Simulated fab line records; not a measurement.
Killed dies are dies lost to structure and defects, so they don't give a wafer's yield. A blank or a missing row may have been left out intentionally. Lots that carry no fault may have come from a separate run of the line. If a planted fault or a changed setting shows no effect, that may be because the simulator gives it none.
Which tool did it? ; flow nand harc ; 6 lots with 18 wafers sampled at 3 steps, on a route of 1159 steps

## WHAT THE GAUGES SHOWED, per wafer
NHARC_P_GATE_CD_MEAS_26: target cd 120 nm.
lot;measured;on;cd nm (nm)
L428;day 5 15:46;cd sem-03;119.7 119.1 118.7
L431;day 6 10:52;cd sem-03;120.9 120.4 120.1
L439;day 8 13:58;cd sem-03;120.4 119.4 120.5
L441;day 9 06:31;cd sem-01;119.5 119.8 119.8
L442;day 9 08:04;cd sem-03;120.3 120.4 120.8
L445;day 10 00:29;cd sem-02;119.7 119.8 120.2

## WHAT TOOL EACH LOT RAN ON (gives the tool, then ch and the chambers of the sampled wafers, and finally the start)
lot;NHARC_P_GATE_DEP_103;NHARC_P_GATE_EXPOSE_23
L428;pecvd-02 ch 0,2, day 5 15:05;arfi scanner-03 ch 0, day 5 15:38
L431;pecvd-02 ch 0,2, day 6 10:12;arfi scanner-03 ch 0, day 6 10:44
L439;pecvd-04 ch 0,2, day 8 13:18;arfi scanner-01 ch 0, day 8 13:50
L441;pecvd-02 ch 0,1, day 9 05:53;arfi scanner-03 ch 0, day 9 06:23
L442;pecvd-02 ch 1,2, day 9 07:23;arfi scanner-02 ch 0, day 9 07:56
L445;pecvd-02 ch 1,2, day 9 23:50;arfi scanner-03 ch 0, day 10 00:22
- NHARC_P_GATE_DEP_103: deposits SiON, target thk 30 nm.
- NHARC_P_GATE_EXPOSE_23: exposes mask P GATE, target cd 120 nm.

## THE ANSWER, worked out from the rows above alone
Rule: the lots themselves supply what counts as usual. Put in order of their means at a reading, lots are off if they are a third of the lots or fewer, leave a main group of 4 or more, and stand apart from it by a gap of 3 or more times the standard deviation of the main group's means; of several such gaps the widest counts. If all means in a main group match to the digits the tables above print for the reading, that group is not used. A lot without any number at a reading at which 4 lots or more have one is off too. The other lots that the step has rows for count as sound.
No lot is off at any reading shown: from this, nothing can be told.

## WHAT HAD BEEN PUT IN BY THE SIMULATOR
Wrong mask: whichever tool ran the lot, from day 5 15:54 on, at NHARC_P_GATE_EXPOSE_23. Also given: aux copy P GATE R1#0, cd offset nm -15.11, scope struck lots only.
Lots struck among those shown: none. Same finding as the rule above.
